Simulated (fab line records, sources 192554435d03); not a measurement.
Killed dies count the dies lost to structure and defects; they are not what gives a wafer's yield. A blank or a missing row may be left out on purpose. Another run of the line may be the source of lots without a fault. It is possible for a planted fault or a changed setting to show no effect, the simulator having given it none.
fab line records    flow n5-finfet
record lots=5  wafers=15  last-day=16
route steps=1938 shown BEOL_M4@1099 BEOL_M5@1112 BEOL_M9@1462 PASSIVATION@1936
lots untouched by any fault: they come from a run of this same line in which no faults occurred
start-h: start of the lot's first displayed wafer, in hours after the record's first day    wait-h: hours since the lot's step before    " as in the row above    L1.1+2: several wafers, shown together as one row    - no value, or no start was given    * or withheld: withheld    < > ~ a bound
route shown NAME@n: names a module that has steps shown in the file, with the first one's number in the route    usual: the fault-free wafers' mean and standard deviation    same: alike in all rows    chamber/n: place in a boat    sites: the reading at each site    _std_site: standard deviation across them    _edge_site: mean of outer sites minus mean of inner sites    radius-mm: how far each site lies from the wafer's centre    mask NAME#n: copy n    behind: tool/chamber where the wafer was last shaped    hold: why the lot went on hold/how many hours it stayed there/how the hold came to an end    device: the n, p or np transistor that did not switch    end of line: tests run on the same wafers once the route is complete    step lacking rows: just its recipe    killed: count of dies lost to structure and defects at first sort (not the wafer's yield)    map: a wafer's dies, x killed, . not, _ none there
set.NAME: the run value of the setting; set.NAME@STEP: its run value at that earlier step    model.NAME: the simulator's own value behind a step, which no gauge read
lots seen at some steps along the route; tables by step, rows by wafer
services: a tool's chamber out of use, with start hour (start-h, from the record's first day; less than 0 if before it), hours out, and reason
## steps
# step N5_BEOL_M4_ANNEAL_95
# recipe temp-c=400  time-s=240  ambient=vacuum
# step N5_BEOL_M4_SPUTTER_96
# recipe material=Cu  target-thk-a=45  temp-c=-20  chamber-pressure-pa=0.07  power-w=withheld  time-s=8.29
# step N5_BEOL_M4_ECD_50
# recipe material=Cu  target-thk-a=3000
# step N5_BEOL_M4_ANNEAL_51
# recipe temp-c=225  time-s=90  ambient=N2
# step N5_BEOL_M4_CMP_52
# recipe stop-on=SiOC  t-overpolish-s=6.8  down-force-psi=1  platen-rpm=50  clearing-platen-down-force-psi=1.5  clearing-platen-rpm=50  post-cmp-clean=cu-alkaline  target-thk-nm=40  clearing-platen-pad-velocity-m-s=0.99484  pad-velocity-m-s=0.99484
# step N5_BEOL_M4_PRE_CLEAN_60
# recipe gas=NH3/H2  time-s=15  temp-c=*  rf-power-w=300
# step N5_BEOL_M4_CO_CAP_55
# recipe material=Co  target-thk-a=20  temp-c=200  precursor=CCTBA/H2  pressure-torr=30  time-s=102.1
# step N5_BEOL_M4_PRE_CLEAN_56
# recipe gas=NH3  time-s=15  temp-c=withheld  rf-power-w=300
# step N5_BEOL_M4_DEP_57
# recipe material=SiCN  target-thk-a=80  temp-c=withheld  precursor=3MS/NH3  pressure-torr=3  rf-w=202  time-s=14
# step N5_BEOL_M4_RC_MEAS_101
# usual DIBL_N=35.9/1.7  DIBL_P=36.0/2.2  IOFF_N=0.16/0.031  IOFF_P=0.21/0.039  ION_N=678/13  ION_P=464/8.8  SS_N=71.5/0.61  SS_P=73.2/0.68  VT_N=249/3.3  VT_P=-250/3.8
lot.wafer  tool       chamber  start-h  wait-h  DIBL_N[mV/V]  DIBL_P[mV/V]  IOFF_N[nA/um]  IOFF_P[nA/um]  ION_N[uA/um]  ION_P[uA/um]  SS_N[mV/dec]  SS_P[mV/dec]  VT_N[mV]  VT_P[mV]
L748.1     prober-01  0        219.82   0.0     34.7          37.0          0.14           0.22           662           462           71.3          73.8          253       -249
L748.3     "          0        "        "       37.3          40.0          0.22           0.28           689           469           72.0          74.1          247       -243
L748.4     "          0        "        "       35.4          36.3          0.16           0.21           679           465           71.6          72.9          251       -247
L749.1     prober-01  0        226.49   0.0     37.0          38.6          0.18           0.21           692           464           71.9          73.2          248       -251
L749.4     "          0        "        "       36.8          36.7          0.16           0.19           670           449           71.3          73.1          250       -252
L749.5     "          0        "        "       37.0          38.6          0.17           0.23           686           469           71.5          73.7          247       -249
L750.1     prober-02  0        232.78   0.0     41.4          41.7          0.29           0.34           712           485           72.8          73.9          240       -242
L750.3     "          0        "        "       37.9          36.5          0.19           0.23           689           463           71.6          73.9          245       -246
L750.4     "          0        "        "       37.0          35.4          0.16           0.21           676           472           71.1          72.7          247       -249
L751.2     prober-02  0        235.56   0.2     37.9          38.5          0.19           0.22           684           469           71.8          73.8          247       -248
L751.4     "          0        "        "       38.8          40.5          0.20           0.26           689           472           71.7          74.3          245       -247
L751.6     "          0        "        "       37.8          39.4          0.19           0.25           677           465           72.4          73.5          245       -249
L753.2     prober-02  0        261.86   0.2     35.1          37.0          0.17           0.22           684           469           71.9          73.0          248       -250
L753.5     "          0        "        "       34.5          35.0          0.16           0.19           684           464           71.2          72.7          248       -250
L753.6     "          0        "        "       35.5          37.2          0.20           0.23           684           464           71.9          73.9          243       -249
# step N5_BEOL_M5_ILD_DEP_00
# recipe material=SiCOH_lowk  target-thk-a=1406.4  temp-c=300  precursor=DEMS/porogen  pressure-torr=5  rf-w=500  time-s=25.9
# step N5_BEOL_M5_CURE_79
# recipe temp-c=385  time-s=240  ambient=He/Ar  material=SiCOH_lowk
# step N5_BEOL_M5_PECVD_70
# recipe material=SiO2  target-thk-a=160  temp-c=400  precursor=TEOS/O2  pressure-torr=5.5  rf-w=450  teos-flow-sccm=53.8  gas=O2  flow-sccm=3000  time-s=18
# step N5_BEOL_M5_HM_DEP_02
# recipe material=TiN  target-thk-a=200  temp-c=25  chamber-pressure-pa=0.49996
# step N5_BEOL_M5_COAT_59
# recipe resist=SOC  temp-c=250  time-s=60  spin-rpm=1500  resist-thk-nm=60
# step N5_BEOL_M5_COAT_60
# recipe resist=SiARC  temp-c=220  time-s=60  spin-rpm=1500  resist-thk-nm=12
# step N5_BEOL_M5_COAT_71
# recipe resist=underlayer  temp-c=205  time-s=60  spin-rpm=1500  resist-thk-nm=5
# step N5_BEOL_M5_COAT_05
# recipe resist=CAR-EUV  spin-rpm=1500  resist-thk-nm=30
# step N5_BEOL_M5_EBR_07
# recipe solvent=PGMEA  ebr-width-mm=1.5
# step N5_BEOL_M5_SOFTBAKE_06
# recipe temp-c=110  time-s=60  resist=CAR-EUV
# step N5_BEOL_M5_EXPOSE_08
# recipe mask-id=M5  na=0.33  source-shape=annular  sigma-inner=0.4  sigma-outer=0.8  polarization=unpolarized  target-cd-nm=28  dose-mj=35.75
# step N5_BEOL_M5_PEB_09
# recipe peb-temp-c=100  peb-time-s=60  resist=CAR-EUV
# step N5_BEOL_M5_DEVELOP_10
# recipe develop-time-s=30  developer=TMAH  resist=CAR-EUV  rinse-liquid=surfactant-rinse  dry=air-spin  dev-temp-c=23
# step N5_BEOL_M5_DESCUM_16
# recipe chemistry=O2  time-s=7  source-power-w=50  bias-power-w=20  pressure-mtorr=20  rf-frequency-hz=2.712e+07  temp-c=40  resist=CAR-EUV  o2-flow-sccm=225
# step N5_BEOL_M5_ETCH_72
# recipe chemistry=N2/H2  target=underlayer  target-depth-a=65  mask-material=CAR-EUV  time-s=5.2  ion-energy-ev=200  pressure-mtorr=30  source-w=840  bias-w=150  n2-flow-sccm=200  h2-flow-sccm=200  ends=cleared
# step N5_BEOL_M5_ETCH_61
# recipe chemistry=CF4  target=SiARC  target-depth-a=156  mask-material=CAR-EUV  time-s=26  ion-energy-ev=80  pressure-mtorr=40  source-w=545  bias-w=36  Ar_flow_sccm=100  cf4-flow-sccm=100  ends=cleared
# step N5_BEOL_M5_ETCH_62
# recipe chemistry=N2/H2  target=SOC  target-depth-a=750  overetch-a=150  mask-material=SiARC  temp-c=40  time-s=112.5  ion-energy-ev=200  pressure-mtorr=30  source-w=840  bias-w=150  n2-flow-sccm=200  h2-flow-sccm=200
# step N5_BEOL_M5_STRIP_63
# recipe chemistry=N2/H2  temp-c=40  n2-flow-sccm=200  h2-flow-sccm=200  rf-frequency-hz=6e+07
# step N5_BEOL_M5_STRIP_73
# recipe chemistry=N2/H2  temp-c=40  n2-flow-sccm=200  h2-flow-sccm=200  rf-frequency-hz=6e+07
# step N5_BEOL_M5_STRIP_64
# recipe chemistry=CF4  resist=SiARC  power-w=300  bias-power-w=75  pressure-mtorr=50  cf4-flow-sccm=150  rf-frequency-hz=6e+07
# step N5_BEOL_M5_HM_OPEN_17
# recipe chemistry=Cl2/BCl3  target-depth-a=200  overetch-a=60  target=TiN  mask-material=SOC  ion-energy-ev=150  pressure-mtorr=10  icp-w=1000  bias-w=126  Cl2_flow_sccm=53.25  bcl3-flow-sccm=21.75  Ar_flow_sccm=25
# step N5_BEOL_M5_STRIP_19
# recipe chemistry=O2  power-w=400  temp-c=40  pressure-mtorr=30  rf-frequency-hz=6e+07  bias-power-w=0  overash-fraction=0.2  o2-flow-sccm=225
# step N5_BEOL_M5_COAT_65
# recipe resist=SOC  temp-c=250  time-s=60  spin-rpm=1500  resist-thk-nm=60
# step N5_BEOL_M5_COAT_66
# recipe resist=SiARC  temp-c=220  time-s=60  spin-rpm=1500  resist-thk-nm=12
# step N5_BEOL_M9_ECD_50
# recipe material=Cu  target-thk-a=3180
lot.wafer   tool       chamber  start-h  wait-h
L749.1+4+5  ecd-cu-01  1,0,1    271.04   0.1
L748.1+3+4  ecd-cu-02  0,0,1    271.26   0.1
L751.2+4+6  ecd-cu-02  1,1,0    280.52   0.1
L750.1+3+4  ecd-cu-01  0,0,1    285.58   0.1
L753.2+5+6  ecd-cu-01  0,1,0    310.79   0.1
# step N5_BEOL_M9_CMP_52
# recipe stop-on=SiCOH_lowk  t-overpolish-s=7  down-force-psi=1  platen-rpm=50  clearing-platen-down-force-psi=1.5  clearing-platen-rpm=50  post-cmp-clean=cu-alkaline  target-thk-nm=140  clearing-platen-pad-velocity-m-s=0.99484  pad-velocity-m-s=0.99484
# usual motor-current-A=6.0/0.65  pad-life-wafers=850/480  time-to-endpoint-s=65.2/2.9
lot.wafer  tool    chamber  start-h  wait-h  motor-current-A  pad-life-wafers  time-to-endpoint-s
L749.1     cmp-01  2        271.48   0.3     5.4              517              64.0
L749.4     "       0        "        "       5.8              519              60.5
L749.5     "       2        "        "       5.3              -                68.9
L748.3     cmp-03  3        271.67   0.2     7.3              1050             2.5
L748.4     "       0        "        "       6.0              1051             2.8
L748.1     "       2        "        "       6.4              1053             2.7
L751.4     cmp-02  0        280.96   0.2     5.3              301              1.3
L751.2     "       1        "        "       6.9              302              0.1
L751.6     "       3        "        "       6.6              -                2.1
L750.1     cmp-02  2        286.68   0.3     5.1              348              0.0
L750.4     "       3        "        "       6.4              349              2.4
L750.3     "       1        "        "       6.4              351              0.5
L753.2     cmp-03  0        311.34   0.2     5.8              1350             64.6
L753.6     "       0        "        "       6.1              -                68.1
L753.5     "       1        "        "       5.3              -                69.1
# step N5_PASSIVATION_PROBE_49
# usual defect-limited-yield=90.9/1.5  killed_at_M0_to_M3=36/10  killed_at_M4_up=13/5.5  killed-at-contacts=12/5.6  killed-at-front-end=42/12  killed-at-other=4/3.2  killed-dies=108/18  killed-on-rim=15/4.1  killed-open=71/13  killed-short=34/7.8  sort_bin_5_function=5.4/1  sort_bin_6_memory=3.4/0.68  sort-n-pass=1072/18  sort-yield-pct=90.9/1.5
# same gross-dies=1180  killed-at-back-side=0  sort_bin_4_leakage[%]=0  sort_bin_8_speed[%]=0
lot.wafer  tool       chamber  start-h  wait-h  defect-limited-yield[%]  killed_at_M0_to_M3  killed_at_M4_up  killed-at-contacts  killed-at-front-end  killed-at-other  killed-dies  killed-on-rim  killed-open  killed-short  sort_bin_5_function[%]  sort_bin_6_memory[%]  sort-n-pass  sort-yield-pct[%]
L751.2     prober-02  -        336.88   0.1     0                        31                  1086             9                   51                   3                1180         152            73           34            96.1                    3.6                   0            0
L751.4     prober-02  -        336.98   0.2     0                        53                  1082             14                  25                   6                1180         152            70           42            96.3                    3.5                   0            0
L751.6     prober-02  -        337.08   0.3     0                        49                  1076             5                   47                   3                1180         152            75           42            95.6                    4.2                   0            0
L748.1     prober-01  -        339.66   0.0     0                        55                  1081             12                  30                   2                1180         152            63           40            97.0                    2.9                   0            0
L748.3     prober-01  -        339.76   0.1     0                        49                  1071             23                  35                   2                1180         152            78           41            95.3                    4.4                   0            0
L748.4     prober-01  -        339.81   0.2     0                        38                  1065             20                  55                   2                1180         152            91           35            95.9                    3.8                   0            0
L750.1     prober-01  -        347.91   0.0     0                        40                  1096             8                   31                   5                1180         152            73           29            96.4                    3.4                   0            0
L750.3     prober-01  -        348.01   0.1     0                        45                  1102             8                   19                   6                1180         152            66           26            97.0                    2.8                   0            0
L750.4     prober-01  -        348.06   0.2     0                        34                  1093             16                  35                   2                1180         152            66           27            97.1                    2.6                   0            0
# killed by level:class
L751.2 BEOL_M9:area-ecd=1073 STI_FIN_REVEAL:geometric-particle:open=15 DUMMY_GATE:geometric-particle:open=15 BEOL_M0_SAQP:geometric-particle:short=10 FIN_SAQP:geometric-particle:short=7 BEOL_M1:geometric-particle:open=7 BEOL_M0_SAQP:geometric-particle:open=7 MOL_CONTACT_COAG:geometric-particle:open=6
L751.4 BEOL_M9:area-ecd=1068 MOL_CONTACT_COAG:geometric-particle:open=11 BEOL_M0_SAQP:geometric-particle:short=11 BEOL_M2:geometric-particle:open=11 STI_FIN_REVEAL:geometric-particle:open=8 BEOL_M0_SAQP:geometric-particle:open=7 BEOL_M1:geometric-particle:open=7 BEOL_M2:geometric-particle:short=7
L751.6 BEOL_M9:area-ecd=1061 FIN_SAQP:geometric-particle:open=18 BEOL_M0_SAQP:geometric-particle:short=18 BEOL_M0_SAQP:geometric-particle:open=12 STI_FIN_REVEAL:geometric-particle:open=7 DUMMY_GATE:geometric-particle:open=7 BEOL_M2:geometric-particle:open=6 BEOL_M1:geometric-particle:open=6
L748.1 BEOL_M9:area-ecd=1076 BEOL_M3:geometric-particle:open=13 BEOL_M2:geometric-particle:open=11 FIN_SAQP:geometric-particle:short=10 MOL_CONTACT_COAG:geometric-particle:open=8 BEOL_M0_SAQP:geometric-particle:open=8 BEOL_M0_SAQP:geometric-particle:short=7 BEOL_M1:geometric-particle:open=5
L748.3 BEOL_M9:area-ecd=1059 MOL_CONTACT_COAG:geometric-particle:open=16 BEOL_M3:geometric-particle:open=11 BEOL_M0_SAQP:geometric-particle:open=9 FIN_SAQP:geometric-particle:short=8 BEOL_M0_SAQP:geometric-particle:short=8 FIN_SAQP:geometric-particle:open=7 MOL_CONTACT_COAG:geometric-particle:short=7
L748.4 BEOL_M9:area-ecd=1054 FIN_SAQP:geometric-particle:short=16 MOL_CONTACT_COAG:geometric-particle:open=16 STI_FIN_REVEAL:geometric-particle:open=13 FIN_SAQP:geometric-particle:open=10 BEOL_M2:geometric-particle:open=8 BEOL_M0:geometric-particle:open=7 BEOL_M0_SAQP:geometric-particle:open=6
L750.1 BEOL_M9:area-ecd=1078 BEOL_M4:geometric-particle:open=13 BEOL_M2:geometric-particle:open=12 FIN_SAQP:geometric-particle:open=9 DUMMY_GATE:geometric-particle:open=9 BEOL_M0_SAQP:geometric-particle:short=8 MOL_CONTACT_COAG:geometric-particle:open=7 BEOL_M0_SAQP:geometric-particle:open=7
L750.3 BEOL_M9:area-ecd=1087 BEOL_M1:geometric-particle:open=11 MOL_CONTACT_COAG:geometric-particle:open=8 BEOL_M0_SAQP:geometric-particle:open=7 BEOL_M3:geometric-particle:open=6 BEOL_M2:geometric-particle:open=6 DUMMY_GATE:geometric-particle:open=5 FIN_SAQP:geometric-particle:open=4
L750.4 BEOL_M9:area-ecd=1084 MOL_CONTACT_COAG:geometric-particle:open=15 DUMMY_GATE:geometric-particle:open=10 BEOL_M0_SAQP:geometric-particle:short=9 STI_FIN_REVEAL:geometric-particle:open=7 BEOL_M0_SAQP:geometric-particle:open=6 BEOL_M0:geometric-particle:open=6 FIN_SAQP:geometric-particle:short=5
# map L748.1 (x killed, . not)
_________________xxxxxxxxxxxx________________
______________xxxxxxxxxxxxxxxxxx_____________
___________xxxxxxxxxxxxxxxxxxxxxxxx__________
__________xxxxxxxxxxxxxxxxxxxxxxxxxx_________
________xxxxxxxxxxxxxxxxxxxxxxxxxxxxxx_______
_______xxxxxxxxxxxxxxxxxxxxxxxxxxxxxxxx______
______xxxxxxxxxxxxxxxxxxxxxxxxxxxxxxxxxx_____
_____xxxxxxxxxxxxxxxxxxxxxxxxxxxxxxxxxxxx____
____xxxxxxxxxxxxxxxxxxxxxxxxxxxxxxxxxxxxxx___
___xxxxxxxxxxxxxxxxxxxxxxxxxxxxxxxxxxxxxxxx__
___xxxxxxxxxxxxxxxxxxxxxxxxxxxxxxxxxxxxxxxx__
__xxxxxxxxxxxxxxxxxxxxxxxxxxxxxxxxxxxxxxxxxx_
__xxxxxxxxxxxxxxxxxxxxxxxxxxxxxxxxxxxxxxxxxx_
_xxxxxxxxxxxxxxxxxxxxxxxxxxxxxxxxxxxxxxxxxxxx
_xxxxxxxxxxxxxxxxxxxxxxxxxxxxxxxxxxxxxxxxxxxx
_xxxxxxxxxxxxxxxxxxxxxxxxxxxxxxxxxxxxxxxxxxxx
_xxxxxxxxxxxxxxxxxxxxxxxxxxxxxxxxxxxxxxxxxxxx
_xxxxxxxxxxxxxxxxxxxxxxxxxxxxxxxxxxxxxxxxxxxx
_xxxxxxxxxxxxxxxxxxxxxxxxxxxxxxxxxxxxxxxxxxxx
_xxxxxxxxxxxxxxxxxxxxxxxxxxxxxxxxxxxxxxxxxxxx
_xxxxxxxxxxxxxxxxxxxxxxxxxxxxxxxxxxxxxxxxxxxx
__xxxxxxxxxxxxxxxxxxxxxxxxxxxxxxxxxxxxxxxxxx_
__xxxxxxxxxxxxxxxxxxxxxxxxxxxxxxxxxxxxxxxxxx_
___xxxxxxxxxxxxxxxxxxxxxxxxxxxxxxxxxxxxxxxx__
___xxxxxxxxxxxxxxxxxxxxxxxxxxxxxxxxxxxxxxxx__
____xxxxxxxxxxxxxxxxxxxxxxxxxxxxxxxxxxxxxx___
_____xxxxxxxxxxxxxxxxxxxxxxxxxxxxxxxxxxxx____
______xxxxxxxxxxxxxxxxxxxxxxxxxxxxxxxxxx_____
_______xxxxxxxxxxxxxxxxxxxxxxxxxxxxxxxx______
________xxxxxxxxxxxxxxxxxxxxxxxxxxxxxx_______
__________xxxxxxxxxxxxxxxxxxxxxxxxxx_________
___________xxxxxxxxxxxxxxxxxxxxxxxx__________
______________xxxxxxxxxxxxxxxxxx_____________
_________________xxxxxxxxxxxx________________
# map L750.1 (x killed, . not)
_________________xxxxxxxxxxxx________________
______________xxxxxxxxxxxxxxxxxx_____________
___________xxxxxxxxxxxxxxxxxxxxxxxx__________
__________xxxxxxxxxxxxxxxxxxxxxxxxxx_________
________xxxxxxxxxxxxxxxxxxxxxxxxxxxxxx_______
_______xxxxxxxxxxxxxxxxxxxxxxxxxxxxxxxx______
______xxxxxxxxxxxxxxxxxxxxxxxxxxxxxxxxxx_____
_____xxxxxxxxxxxxxxxxxxxxxxxxxxxxxxxxxxxx____
____xxxxxxxxxxxxxxxxxxxxxxxxxxxxxxxxxxxxxx___
___xxxxxxxxxxxxxxxxxxxxxxxxxxxxxxxxxxxxxxxx__
___xxxxxxxxxxxxxxxxxxxxxxxxxxxxxxxxxxxxxxxx__
__xxxxxxxxxxxxxxxxxxxxxxxxxxxxxxxxxxxxxxxxxx_
__xxxxxxxxxxxxxxxxxxxxxxxxxxxxxxxxxxxxxxxxxx_
_xxxxxxxxxxxxxxxxxxxxxxxxxxxxxxxxxxxxxxxxxxxx
_xxxxxxxxxxxxxxxxxxxxxxxxxxxxxxxxxxxxxxxxxxxx
_xxxxxxxxxxxxxxxxxxxxxxxxxxxxxxxxxxxxxxxxxxxx
_xxxxxxxxxxxxxxxxxxxxxxxxxxxxxxxxxxxxxxxxxxxx
_xxxxxxxxxxxxxxxxxxxxxxxxxxxxxxxxxxxxxxxxxxxx
_xxxxxxxxxxxxxxxxxxxxxxxxxxxxxxxxxxxxxxxxxxxx
_xxxxxxxxxxxxxxxxxxxxxxxxxxxxxxxxxxxxxxxxxxxx
_xxxxxxxxxxxxxxxxxxxxxxxxxxxxxxxxxxxxxxxxxxxx
__xxxxxxxxxxxxxxxxxxxxxxxxxxxxxxxxxxxxxxxxxx_
__xxxxxxxxxxxxxxxxxxxxxxxxxxxxxxxxxxxxxxxxxx_
___xxxxxxxxxxxxxxxxxxxxxxxxxxxxxxxxxxxxxxxx__
___xxxxxxxxxxxxxxxxxxxxxxxxxxxxxxxxxxxxxxxx__
____xxxxxxxxxxxxxxxxxxxxxxxxxxxxxxxxxxxxxx___
_____xxxxxxxxxxxxxxxxxxxxxxxxxxxxxxxxxxxx____
______xxxxxxxxxxxxxxxxxxxxxxxxxxxxxxxxxx_____
_______xxxxxxxxxxxxxxxxxxxxxxxxxxxxxxxx______
________xxxxxxxxxxxxxxxxxxxxxxxxxxxxxx_______
__________xxxxxxxxxxxxxxxxxxxxxxxxxx_________
___________xxxxxxxxxxxxxxxxxxxxxxxx__________
______________xxxxxxxxxxxxxxxxxx_____________
_________________xxxxxxxxxxxx________________
## services
tool       chamber  start-h  hours  kind
cmp-01     -        269.35   1.0    repair
cmp-02     -        288.05   1.8    repair
ecd-cu-01  -        296.85   0.8    repair
cmp-02     -        304.67   2.7    repair
## key
first-sign step=N5_BEOL_M9_CMP_52  reading=time-to-endpoint-s  direction=down  sigmas=22  usual=*  struck=*
effect step=N5_PASSIVATION_PROBE_49  reading=killed_at_M4_up  direction=up  sigmas=99+  usual=13  struck=1084
more-kills-born-at N5_BEOL_M9_ECD_50@ecd-cu-02=6390  N5_BEOL_M9_ECD_50@ecd-cu-01=3249
met-at N5_BEOL_M9_ECD_50
struck-wafers L748.1,L748.3,L748.4,L750.1,L750.3,L750.4,L751.2,L751.4,L751.6
later-rows-left-out L748.1,L748.3,L748.4,L750.1,L750.3,L750.4,L751.2,L751.4,L751.6
onset-between 271.04 271.26
fault kind=skipped-step-whole  tool=ecd-cu-01,ecd-cu-02  chamber=-  onset-h=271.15  steps=N5_BEOL_M9_ECD_50  scope=struck-lots-only
# later-rows-left-out: the simulator's readings of these wafers behind a module that went badly wrong aren't trusted and aren't shown, but for the sort
